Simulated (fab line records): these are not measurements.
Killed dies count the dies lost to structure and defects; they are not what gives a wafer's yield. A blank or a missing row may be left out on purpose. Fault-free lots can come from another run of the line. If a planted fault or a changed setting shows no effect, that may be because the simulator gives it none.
Matching of chambers :: flow nand harc :: NHARC_A_SGD_CUT_ETCHBACK_24 on rie diel-03 has 4 sister chambers
The step etches the open film in CH3F/O2, target depth 50 nm, time 92.857 s. 14 wafers are shown with their chamber, then 7 later ones without.

WAFERS, EACH WITH ITS CHAMBER
wafer: L080.1
chamber: 0
showerhead plenum p Torr (Torr): 2.47
drypump motor current A (A): 5.9
rf vpp V (V): 244.9

wafer: L080.2
chamber: 2
showerhead plenum p Torr (Torr): 2.52
drypump motor current A (A): 6.0
rf vpp V (V): 245.0

wafer: L080.4
chamber: 3
showerhead plenum p Torr (Torr): 2.36
drypump motor current A (A): 5.4
rf vpp V (V): 242.9

wafer: L085.3
chamber: 1
showerhead plenum p Torr (Torr): 2.39
drypump motor current A (A): 6.2
rf vpp V (V): 242.4

wafer: L085.4
chamber: 2
showerhead plenum p Torr (Torr): 2.52
drypump motor current A (A): 6.0
rf vpp V (V): 243.5

wafer: L085.5
chamber: 0
showerhead plenum p Torr (Torr): 2.47
drypump motor current A (A): 5.9
rf vpp V (V): 243.9

wafer: L088.1
chamber: 0
showerhead plenum p Torr (Torr): 2.46
drypump motor current A (A): 5.9
rf vpp V (V): 243.2

wafer: L088.4
chamber: 0
showerhead plenum p Torr (Torr): 2.46
drypump motor current A (A): 6.0
rf vpp V (V): 243.2

wafer: L088.6
chamber: 3
showerhead plenum p Torr (Torr): 2.36
drypump motor current A (A): 5.4
rf vpp V (V): 243.3

wafer: L087.1
chamber: 0
showerhead plenum p Torr (Torr): 2.46
drypump motor current A (A): 5.9
rf vpp V (V): 244.0

wafer: L087.4
chamber: 2
showerhead plenum p Torr (Torr): 2.52
drypump motor current A (A): 6.0
rf vpp V (V): 246.4

wafer: L087.6
chamber: 3
showerhead plenum p Torr (Torr): 2.36
drypump motor current A (A): 5.4
rf vpp V (V): 241.7

wafer: L090.1
chamber: 0
showerhead plenum p Torr (Torr): 2.46
drypump motor current A (A): 5.9
rf vpp V (V): 244.4

wafer: L090.3
chamber: 2
showerhead plenum p Torr (Torr): 2.52
drypump motor current A (A): 6.0
rf vpp V (V): 244.5

SIGNATURES (averages over the wafers above)
reading: showerhead plenum p Torr
chamber 0: 2.4633
chamber 1: 2.3900
chamber 2: 2.5200
chamber 3: 2.3600
scatter within a chamber: 0.00365

reading: drypump motor current A
chamber 0: 5.917
chamber 1: 6.200
chamber 2: 6.000
chamber 3: 5.400
scatter within a chamber: 0.0289

reading: rf vpp V
chamber 0: 243.933
chamber 1: 242.400
chamber 2: 244.850
chamber 3: 242.633
scatter within a chamber: 0.894
Rule: for a wafer and a chamber, the distance is found by dividing, reading by reading, the gap between the wafer's reading and the chamber's mean by the reading's scatter, squaring, summing and taking the root. The wafer belongs to the nearest chamber; if the next one is less than 2 further off, it can't be placed. How the scatter is found: for the shown wafers, subtract from each reading the mean of its chamber, square and add these, divide the total by (wafers less chambers), then take the root.

WAFERS WITH NO CHAMBER GIVEN
wafer: L090.6
showerhead plenum p Torr (Torr): 2.46
drypump motor current A (A): 5.9
rf vpp V (V): 245.7

wafer: L097.1
showerhead plenum p Torr (Torr): 2.52
drypump motor current A (A): 6.0
rf vpp V (V): 247.4

wafer: L097.2
showerhead plenum p Torr (Torr): 2.36
drypump motor current A (A): 5.4
rf vpp V (V): 243.6

wafer: L097.5
showerhead plenum p Torr (Torr): 2.52
drypump motor current A (A): 6.0
rf vpp V (V): 245.1

wafer: L096.1
showerhead plenum p Torr (Torr): 2.46
drypump motor current A (A): 5.9
rf vpp V (V): 244.8

wafer: L096.3
showerhead plenum p Torr (Torr): 2.35
drypump motor current A (A): 5.4
rf vpp V (V): 243.8

wafer: L096.6
showerhead plenum p Torr (Torr): 2.46
drypump motor current A (A): 5.9
rf vpp V (V): 246.3

WHICH CHAMBER EACH WENT THROUGH
wafer: L090.6
from the rows above: 0
in truth: 0

wafer: L097.1
from the rows above: 2
in truth: 2

wafer: L097.2
from the rows above: 3
in truth: 3

wafer: L097.5
from the rows above: 2
in truth: 2

wafer: L096.1
from the rows above: 0
in truth: 0

wafer: L096.3
from the rows above: 3
in truth: 3

wafer: L096.6
from the rows above: 0
in truth: 0
Correct placement for 7 of the 7. Left unplaced by these rows: 0. Number placed wrongly: 0.
